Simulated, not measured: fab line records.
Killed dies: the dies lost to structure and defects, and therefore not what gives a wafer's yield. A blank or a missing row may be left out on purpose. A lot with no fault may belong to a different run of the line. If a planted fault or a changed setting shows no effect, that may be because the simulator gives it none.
Lot-split experiment -- flow n5-finfet -- 7 lots, 21 wafers read, on a route of 1938 steps

THE SPLIT ITSELF
At N5_BEOL_M6_TRENCH_ETCH_37 (etches SiCOH lowk in C4F6/O2, target depth 94.435 nm, time 31.5 s), the setting source-w was moved away from the recipe's 345 W on 8 of the 21 wafers read, by -17.7% to +16.8%. For the rest of the wafers, this setting stayed at what the recipe calls for.

FROM THE SPLIT TO THE READING: what the file shows between them, 2 steps
- N5_BEOL_M6_ETCH_41: etches SiCN in CH3F/O2, target depth 29.7 nm, time 52 s
- N5_BEOL_M6_STRIP_80: strips in N2/H2, time 10 s

THE READING
trench-depth-nm, in nm, at N5_BEOL_M6_OCD_MEAS_38. Typical for fault-free wafers on this fab line: 94.8 nm, with standard deviation 1.3 nm.

wafer,"tool, chamber at the split","source-w as run, W",against the recipe,"trench-depth-nm, nm",against lot-mates on the recipe
L079.4,"rie-diel-04, 3",402.9,+16.8%,103.2,+9.7
L079.5,"rie-diel-04, 2",345,recipe,93.2,-
L079.6,"rie-diel-04, 1",345,recipe,93.8,-
L078.1,"rie-diel-03, 0",345,recipe,95.6,-
L078.2,"rie-diel-03, 3",283.8,-17.7%,87.0,-7.7
L078.6,"rie-diel-03, 3",345,recipe,93.7,-
L082.2,"rie-diel-01, 1",345,recipe,96.6,-
L082.4,"rie-diel-01, 2",345,recipe,96.7,-
L082.6,"rie-diel-01, 3",345,recipe,97.9,-
L088.2,"rie-diel-01, 0",371.7,+7.7%,96.8,+2.3
L088.5,"rie-diel-01, 3",371.7,+7.7%,98.8,+4.3
L088.6,"rie-diel-01, 0",345,recipe,94.5,-
L090.2,"rie-diel-01, 1",301.2,-12.7%,89.7,no lot-mate on the recipe
L090.3,"rie-diel-01, 0",301.2,-12.7%,89.3,no lot-mate on the recipe
L090.6,"rie-diel-01, 3",301.2,-12.7%,90.3,no lot-mate on the recipe
L092.1,"rie-diel-04, 1",345,recipe,93.2,-
L092.5,"rie-diel-04, 0",345,recipe,93.3,-
L092.6,"rie-diel-04, 1",345,recipe,93.3,-
L094.3,"rie-diel-03, 2",382.2,+10.8%,99.9,+4.5
L094.5,"rie-diel-03, 1",345,recipe,94.7,-
L094.6,"rie-diel-03, 2",345,recipe,96.1,-

FIT RESULTS
A straight line over all 21 wafers: trench-depth-nm changes by +0.436 nm for each +1% of source-w; r = +0.94; the points scatter about the line by 1.4 nm.
The same after taking each lot's own level away (the mean of its wafers on the recipe; 18 wafers): +0.476 nm for each +1%; r = +0.97; scatter 0.8 nm.
Per that fit: largest source-w move, reading shift of 8.5 nm.
The span of the lots' own levels, 93.27 to 97.07 nm, comes to 2.9 times the standard deviation stated above.
The two slopes agree, so the slope changes little with the lot-to-lot level.
Check: for one of the wafers moved furthest among these (-17.7%), held out of the fit, the line's prediction against its lot-mates is -9.18 nm. It came out at -7.65 nm against them.
Tool readings at the split's step, against how far the setting was moved: rf-vpp-V r = -0.97.

ADDITIONAL SPLITS CARRIED BY THESE WAFERS
These wafers also went through other splits before the reading. Each is held against what the fit with the lots' levels taken away leaves over:
other split on the same wafers,wafers away from the commonest value,r with trench-depth-nm (lot level and that fit taken away)
N5_BEOL_M3_ETCH_64 bias-w,11,-0.15
N5_BEOL_M5_EXPOSE_08 dose-mj,7,-0.20
N5_BEOL_M5_COAT_74 spin-rpm,7,-0.02
N5_BEOL_M5_EXPOSE_25 dose-mj,10,-0.28
N5_BEOL_M6_ETCH_66 bias-w,9,-0.20

THE WHOLE CHAIN: every reading that the file lists as answering this split, in the file's order
step,what it does,reading,change (the file's fit),r (the file's)
N5_BEOL_M6_TRENCH_ETCH_37,"etches SiCOH lowk in C4F6/O2, target depth 94.435 nm, time 31.5 s",rf-vpp-V,-3.39 V for each +1% of the setting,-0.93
N5_BEOL_M6_TRENCH_ETCH_37,"etches SiCOH lowk in C4F6/O2, target depth 94.435 nm, time 31.5 s","etch.depth-nm (the simulator's own value, which no gauge read)",+0.472 nm for each +1% of the setting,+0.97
N5_BEOL_M6_TRENCH_ETCH_37,"etches SiCOH lowk in C4F6/O2, target depth 94.435 nm, time 31.5 s","BEOL_M6.feature-depth-nm (the simulator's own value, which no gauge read)",+0.474 nm for each +1% of the setting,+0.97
N5_BEOL_M6_OCD_MEAS_38,,trench-depth-nm,+0.48 nm for each +1% of the setting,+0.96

FILE'S OWN FIT
trench-depth-nm changes by +0.48 nm for each +1% of source-w, r = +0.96.
